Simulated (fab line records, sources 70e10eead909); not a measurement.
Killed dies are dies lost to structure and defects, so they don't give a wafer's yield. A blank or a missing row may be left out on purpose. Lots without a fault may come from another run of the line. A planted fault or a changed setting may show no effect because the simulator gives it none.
fab line records | flow nand_harc
record lots=6 wafers=18 last_day=33
route steps=1302 shown P_M1@297
lots that met no fault: from a run of the same line without faults
start_h: hours from the record's first day to the start of the lot's first wafer shown | wait_h: hours since the lot's step before | " the same as in the row above | L1.1+2: a row that stands for several wafers | - no value, or no start given | * or withheld: withheld | < > ~ a bound
route shown NAME@n: a module of which the file shows steps, and the number in the route of the first | usual: mean/standard deviation of fault-free wafers | same: alike in all rows | chamber/n: place in a boat | sites: the reading at each site | _std_site: their standard deviation | _edge_site: outer sites' mean less inner sites' | radius_mm: how far each site lies from the wafer's centre | mask NAME#n: copy n | behind: the tool/chamber that last shaped the wafer | hold: why the lot was held/for how many hours/how that ended | device: the transistor (n, p or np) that didn't switch | end of line: the same wafers' tests at the end of the route | a step without rows: its recipe alone | killed: dies lost to structure and defects at the first sort, not the wafer's yield | map: a wafer's dies, x killed, . not, _ none there
set.NAME: the setting as run; set.NAME@STEP: as run at that earlier step | model.NAME: the simulator's own value behind a step, which no gauge read
lots at some steps of the route; a table a step, a row a wafer
services: from which hour (start_h, from the record's first day; less than 0 if before it) a tool's chamber was out of use, for how many hours, and why
## steps
# step NHARC_P_M1_INSPECT_11
# usual raw_defect_count=4.6/2.5
# columns lot.wafer tool chamber start_h wait_h raw_defect_count
L814.1 defect_inspect-02 - 175.54 0.0 4
L814.2 " - " " 4
L814.4 " - " " 3
L820.1 defect_inspect-02 - 236.39 0.0 2
L820.3 " - " " 8
L820.4 " - " " 7
L822.1 defect_inspect-01 - 254.72 0.0 3
L822.3 " - " " 6
L822.4 " - " " 3
L824.3 defect_inspect-02 - 272.23 0.0 11
L824.4 " - " " 3
L824.6 " - " " 11
L830.1 defect_inspect-02 - 339.79 0.0 5
L830.3 " - " " 5
L830.6 " - " " 2
L831.1 defect_inspect-01 - 348.58 0.0 5
L831.5 " - " " 4
L831.6 " - " " 6
# step NHARC_P_M1_DESCUM_14
# recipe time_s=3 o2_flow_sccm=200 ar_flow_sccm=0 bias_power_w=0 chemistry=O2
# step NHARC_P_M1_ETCH_35
# recipe target_depth_a=400 overetch_a=120 time_s=43.94 ion_energy_ev=200 n2_flow_sccm=150 h2_flow_sccm=150 ar_flow_sccm=0 rf_w=400 bias_w=150 chemistry=N2/H2
# step NHARC_P_M1_ETCH_15
# recipe target_depth_a=1825 time_s=91.2 c4f8_flow_sccm=withheld ar_flow_sccm=400 rf_w=600 bias_w=300 chemistry=C4F8/Ar
# step NHARC_P_M1_CD_MEAS_16
# usual cd_nm=129.9/0.6
# columns lot.wafer tool chamber start_h wait_h cd_nm
L814.1 cd_sem-02 - 175.93 - 129.3
L814.2 " - " " 130.1
L814.4 " - " " 130.1
L820.1 cd_sem-02 - 236.78 - 129.8
L820.3 " - " " 130.2
L820.4 " - " " 130.2
L822.1 cd_sem-02 - 255.08 - 130.4
L822.3 " - " " 130.5
L822.4 " - " " 129.6
L824.3 cd_sem-02 - 273.07 - 130.8
L824.4 " - " " 130.4
L824.6 " - " " 130.1
L830.1 cd_sem-02 - 340.15 - 129.7
L830.3 " - " " 129.3
L830.6 " - " " 129.1
L831.1 cd_sem-01 - 349.09 0.2 130.1
L831.5 " - " " 130.0
L831.6 " - " " 129.8
# step NHARC_P_M1_STRIP_18
# recipe power_w=1000 n2_flow_sccm=150 h2_flow_sccm=150 ar_flow_sccm=0 bias_w=0 chemistry=N2/H2
# step NHARC_P_M1_ETCH_28
# recipe target_depth_a=300 over_etch_frac=0.3 time_s=72.99 ion_energy_ev=150 cf4_flow_sccm=50 n2_flow_sccm=100 ar_flow_sccm=150 rf_w=300 bias_w=100 chemistry=CF4/N2
# usual drypump_motor_current_A=5.7/0.49 oes_product_au=0.999/0.0077 rf_vpp_V=314.8/1.8 showerhead_plenum_p_Torr=2.66/0.1 throttle_valve_pct=19.794/0.0091
# columns lot.wafer tool chamber start_h wait_h drypump_motor_current_A oes_product_au rf_hours_counter_h rf_vpp_V showerhead_plenum_p_Torr throttle_valve_pct
L814.1 rie_diel-13 0 - - 6.4 0.998 0 315.1 2.64 19.787
L814.4 " 2 " " 6.0 1.001 0 317.7 2.81 19.804
L814.2 " 3 " " 5.8 0.985 0 311.7 2.54 19.798
L820.4 rie_diel-09 3 - - 5.2 0.991 8 316.6 2.81 19.782
L820.1 " 0 " " 5.0 1.002 7 314.6 2.62 19.807
L820.3 " 2 " " 6.1 0.995 8 314.5 2.62 19.798
L822.1 rie_diel-13 3 - - 5.8 0.994 22 312.0 2.53 19.792
L822.4 " 0 " " 6.4 1.001 24 313.5 2.63 19.782
L822.3 " 2 " " 6.0 1.005 25 315.9 2.80 19.782
L824.4 rie_diel-09 3 - - 5.2 0.986 11 316.9 2.81 19.782
L824.3 " 2 " " 6.1 0.992 11 313.9 2.62 19.793
L824.6 " 0 " " 5.0 1.008 - 313.6 2.61 19.797
L830.1 rie_diel-13 0 - - 6.4 0.999 54 313.0 2.62 19.811
L830.3 " 2 " " 6.0 1.012 55 317.8 2.79 19.775
L830.6 " 1 " " 5.3 1.011 - 315.4 2.71 19.801
L831.1 rie_diel-07 0 349.56 0.3 5.5 1.000 3 314.7 2.71 19.791
L831.6 " 0 " " 5.5 1.004 - 314.5 2.71 19.796
L831.5 " 1 " " 6.2 0.998 - 313.0 2.60 19.798
# step NHARC_P_M1_STRIP_19
# recipe time_s=600 temp_c=30 chemistry=post_etch_residue_remover
# step NHARC_P_M1_DEGAS_29
# recipe temp_c=250 time_s=60
# step NHARC_P_M1_PRE_CLEAN_30
# recipe time_s=30 temp_c=280 gas=H2/He
# usual heater_power_w=396/42
# columns lot.wafer tool chamber start_h wait_h heater_power_w
L814.1 pvd_sputter-02 - - - 372
L814.2 " - " " 324
L814.4 " - " " 404
L820.4 pvd_sputter-03 - - - 369
L820.1 " - " " 476
L820.3 " - " " 390
L822.1 pvd_sputter-01 - - - 451
L822.4 " - " " 359
L822.3 " - " " 411
L824.3 pvd_sputter-03 - - - 377
L824.4 " - " " 386
L824.6 " - " " 374
L830.1 pvd_sputter-03 - - - 431
L830.3 " - " " 478
L830.6 " - " " 385
L831.1 pvd_sputter-02 - - - 367
L831.5 " - " " 323
L831.6 " - " " 384
# step NHARC_P_M1_PVD_20
# recipe target_thk_a=50 bias_v=168.6 power_w=15000 chamber_pressure_pa=0.12 time_s=8.06 substrate_temp_c=50 material=TaN
# usual throttle_valve_pct=29.9/1.2
# columns lot.wafer tool chamber start_h wait_h throttle_valve_pct
L814.2 pvd_sputter-02 - - - 29.2
L814.1 " - " " 32.1
L814.4 " - " " 29.4
L820.1 pvd_sputter-03 - - - 29.7
L820.4 " - " " 30.9
L820.3 " - " " 27.9
L822.3 pvd_sputter-01 - - - 31.5
L822.4 " - " " 30.8
L822.1 " - " " 29.3
L824.4 pvd_sputter-03 - - - 29.7
L824.3 " - " " 31.1
L824.6 " - " " 29.9
L830.3 pvd_sputter-03 - - - 27.9
L830.1 " - " " 29.8
L830.6 " - " " 27.9
L831.1 pvd_sputter-02 - - - 28.9
L831.5 " - " " 28.2
L831.6 " - " " 28.7
# step NHARC_P_M1_PVD_21
# recipe target_thk_a=300 chamber_pressure_pa=5 power_w=5000 substrate_temp_c=30 time_s=20.49 material=Cu
# usual throttle_valve_pct=29.8/1.2
# columns lot.wafer tool chamber start_h wait_h throttle_valve_pct
L814.2 pvd_sputter-02 - - - 29.1
L814.1 " - " " 32.3
L814.4 " - " " 28.6
L820.4 pvd_sputter-03 - - - 29.9
L820.3 " - " " 31.2
L820.1 " - " " 27.7
L822.3 pvd_sputter-01 - - - 31.6
L822.1 " - " " 30.8
L822.4 " - " " 29.8
L824.3 pvd_sputter-03 - - - 27.7
L824.4 " - " " 31.2
L824.6 " - " " 27.5
L830.3 pvd_sputter-03 - - - 29.7
L830.1 " - " " 31.3
L830.6 " - " " 29.7
L831.1 pvd_sputter-02 - - - 28.7
L831.5 " - " " 29.2
L831.6 " - " " 28.3
# step NHARC_P_M1_ECD_22
# recipe target_thk_a=4000 bath_temp_c=25 material=Cu
# columns lot.wafer tool chamber start_h wait_h
L814.2+1+4 ecd_cu-02 0,1,0 177.03 -
L820.1+3+4 ecd_cu-01 1,0,1 237.92 -
L822.1+4+3 ecd_cu-02 1,1,0 256.16 -
L824.3+4+6 ecd_cu-02 1,0,0 274.24 -
L830.1+3+6 ecd_cu-02 0,1,1 341.31 -
L831.1+6+5 ecd_cu-01 1,0,1 350.40 -
# step NHARC_P_M1_ANNEAL_31
# recipe temp_c=225 time_s=90
# usual wafer_temp_C_max=225.52/0.18
# columns lot.wafer tool chamber start_h wait_h wafer_temp_C_max
L814.1 rtp_anneal-02 0 177.40 - 225.51
L814.2 " 0 " " 225.45
L814.4 " 0 " " 225.33
L820.1 rtp_anneal-01 0 238.26 0.3 225.53
L820.3 " 0 " " 225.32
L820.4 " 0 " " 225.69
L822.1 rtp_anneal-01 0 256.54 0.3 225.65
L822.3 " 0 " " 225.41
L822.4 " 0 " " 225.52
L824.3 rtp_anneal-02 0 274.63 0.3 225.88
L824.4 " 0 " " 225.51
L824.6 " 0 " " 225.26
L830.1 rtp_anneal-02 0 341.64 0.3 225.29
L830.3 " 0 " " 225.47
L830.6 " 0 " " 225.40
L831.1 rtp_anneal-01 0 350.73 - 225.67
L831.5 " 0 " " 225.39
L831.6 " 0 " " 225.88
# step NHARC_P_M1_CMP_23
# recipe t_overpolish_s=20 target_thk_nm=157.82
# usual motor_current_A=11.8/1.1 time_to_endpoint_s=29.2/2
# same t_overpolish_s=20
# columns lot.wafer tool chamber start_h wait_h motor_current_A time_to_endpoint_s
L814.4 cmp-04 0 177.75 - 10.1 26.1
L814.1 " 1 " " 11.1 27.5
L814.2 " 3 " " 11.8 27.1
L820.1 cmp-04 1 238.60 - 10.5 27.7
L820.4 " 3 " " 12.1 29.3
L820.3 " 0 " " 9.8 29.8
L822.3 cmp-03 1 256.88 - 14.4 15.6
L822.4 " 2 " " 12.2 15.0
L822.1 " 3 " " 12.8 13.1
L824.3 cmp-02 2 274.87 - 11.3 17.2
L824.4 " 0 " " 11.7 15.2
L824.6 " 2 " " 11.0 16.0
L830.3 cmp-02 2 341.99 - 11.2 31.1
L830.1 " 3 " " 12.8 27.7
L830.6 " 3 " " 12.9 27.7
L831.1 cmp-03 0 351.16 - 12.3 26.0
L831.6 " 1 " " 14.0 25.2
L831.5 " 2 " " 11.7 25.9
## services
# columns tool chamber start_h hours kind
rie_diel-09 2 158.61 1.7 repair
ecd_cu-01 - 160.00 8.0 pm
cmp-03 - 162.13 4.0 pm
rie_diel-13 - 165.22 9.0 pm
pvd_sputter-03 - 170.00 10.0 pm
cmp-03 - 171.06 1.3 repair
pvd_sputter-03 - 193.04 1.6 repair
cmp-02 - 196.39 3.6 repair
cmp-04 - 209.01 4.0 pm
cmp-03 - 214.21 4.0 repair
cmp-03 - 225.44 0.6 repair
pvd_sputter-01 - 226.00 10.0 pm
pvd_sputter-02 - 239.32 1.3 repair
ecd_cu-02 - 244.10 8.0 pm
rie_diel-13 0 249.69 2.7 repair
rie_diel-13 0 258.78 4.7 repair
rie_diel-13 3 262.69 16.8 repair
pvd_sputter-01 - 267.30 2.8 repair
pvd_sputter-02 - 282.09 10.0 pm
rie_diel-13 1 283.02 23.5 repair
pvd_sputter-03 - 286.01 6.8 repair
pvd_sputter-03 - 333.78 6.7 repair
rie_diel-13 - 344.48 9.0 pm
pvd_sputter-03 - 348.00 10.0 pm
## key
first_sign step=NHARC_P_M1_CMP_23 reading=time_to_endpoint_s direction=down sigmas=6.9 usual=* struck=*
effect none on later readings
met_at NHARC_P_M1_ECD_22
struck_wafers L822.1,L822.3,L822.4,L824.3,L824.4,L824.6
later_rows_left_out L822.1,L822.3,L822.4,L824.3,L824.4,L824.6
sort_left_out L822.1,L822.3,L822.4,L824.3,L824.4,L824.6
onset_between 177.03 256.16
fault kind=process_parameter_drift tool=ecd_cu-02 chamber=- onset_h=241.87 steps=NHARC_P_M1_ECD_22 channel=target_thk_a offset=* shape=step end_h=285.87 acts_in=* stated=*
# sort_left_out: the simulated sort isn't trusted on such a fault, so these wafers' sort isn't shown, and their yield isn't known
# later_rows_left_out: the simulator's readings of these wafers behind a module that went badly wrong aren't trusted and aren't shown, but for the sort
